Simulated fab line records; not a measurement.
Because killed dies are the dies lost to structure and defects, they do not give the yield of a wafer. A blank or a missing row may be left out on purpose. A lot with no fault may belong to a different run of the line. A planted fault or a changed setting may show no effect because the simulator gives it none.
Lot-split experiment	flow n5Finfet	21 wafers read from 7 lots, route of 1938 steps

== THE SPLIT ==
At N5_BEOL_M15_SPUTTER_44 (material Ta, target thk 15 nm, time 24.19 s), the setting powerW was moved away from the recipe's 15000 W on 5 of the 21 wafers read, by -16.7% to +10.6%. All remaining wafers had this setting at the recipe value.

The split's own step is where the reading is taken.

== THE READING ==
Ta_of_BEOL_M15_SPUTTER_44.thkNm (the simulator's own value, which no gauge read), in nm, at N5_BEOL_M15_SPUTTER_44 (material Ta, target thk 15 nm, time 24.19 s). The file gives no usual value for it. Average 15.1 nm, standard deviation 0.2 nm, over the 16 wafers here run with the recipe.

wafer	tool, chamber at the split	powerW as run, W	against the recipe	Ta_of_BEOL_M15_SPUTTER_44.thkNm, nm	against lot-mates on the recipe
L075.2	pvdSputter-03, -	15000	recipe	15	-
L075.6	pvdSputter-03, -	15000	recipe	15	-
L075.4	pvdSputter-03, -	16450	+9.7%	16.4	+1.4
L077.3	pvdSputter-02, -	16590	+10.6%	16.6	+1.2
L077.5	pvdSputter-02, -	15000	recipe	15.4	-
L077.6	pvdSputter-02, -	15000	recipe	15.4	-
L079.2	pvdSputter-01, -	15000	recipe	15.2	-
L079.4	pvdSputter-01, -	15000	recipe	15.4	-
L079.6	pvdSputter-01, -	12500	-16.7%	12.8	-2.5
L078.2	pvdSputter-02, -	15000	recipe	15	-
L078.4	pvdSputter-02, -	15000	recipe	15	-
L078.6	pvdSputter-02, -	15000	recipe	14.8	-
L086.1	pvdSputter-01, -	15000	recipe	15.2	-
L086.2	pvdSputter-01, -	15000	recipe	14.8	-
L086.6	pvdSputter-01, -	15000	recipe	15	-
L087.2	pvdSputter-02, -	15000	recipe	15	-
L087.3	pvdSputter-02, -	15000	recipe	15	-
L087.6	pvdSputter-02, -	16100	+7.3%	16	+1.0
L089.2	pvdSputter-01, -	16140	+7.6%	16.4	+1.4
L089.5	pvdSputter-01, -	15000	recipe	14.8	-
L089.6	pvdSputter-01, -	15000	recipe	15.2	-

THE FIT
A straight line over all 21 wafers: Ta_of_BEOL_M15_SPUTTER_44.thkNm changes by +0.14 nm for each +1% of powerW; r = +0.97; the points scatter about the line by 0.19 nm.
The same after taking each lot's own level away (the mean of its wafers on the recipe; 21 wafers): +0.145 nm for each +1%; r = +0.98; scatter 0.15 nm.
That fit puts the effect of the largest move of powerW on the reading at 2.4 nm.
Measured against the standard deviation above, the lots' own levels, which go from 14.93 to 15.40 nm, span 2.4 times it.
So the lot-to-lot level changes the slope little: the two slopes agree.
Check: for one of the wafers moved furthest among these (-16.7%), held out of the fit, the line's prediction against its lot-mates is -2.31 nm. It came out at -2.5 nm against them.

== THE OTHER SPLITS THESE WAFERS WENT THROUGH ==
Before the reading, these wafers also passed through other splits. Each is held against what the fit with the lots' levels taken away leaves over:
other split on the same wafers	wafers away from the commonest value	r with Ta_of_BEOL_M15_SPUTTER_44.thkNm (lot level and that fit taken away)
N5_BEOL_M14_EXPOSE_07 doseMj	6	+0.17
N5_BEOL_M14_DEP_53 timeS	8	+0.43

== FILE'S OWN FIT ==
Ta_of_BEOL_M15_SPUTTER_44.thkNm changes by +0.144 nm for each +1% of powerW, r = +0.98.
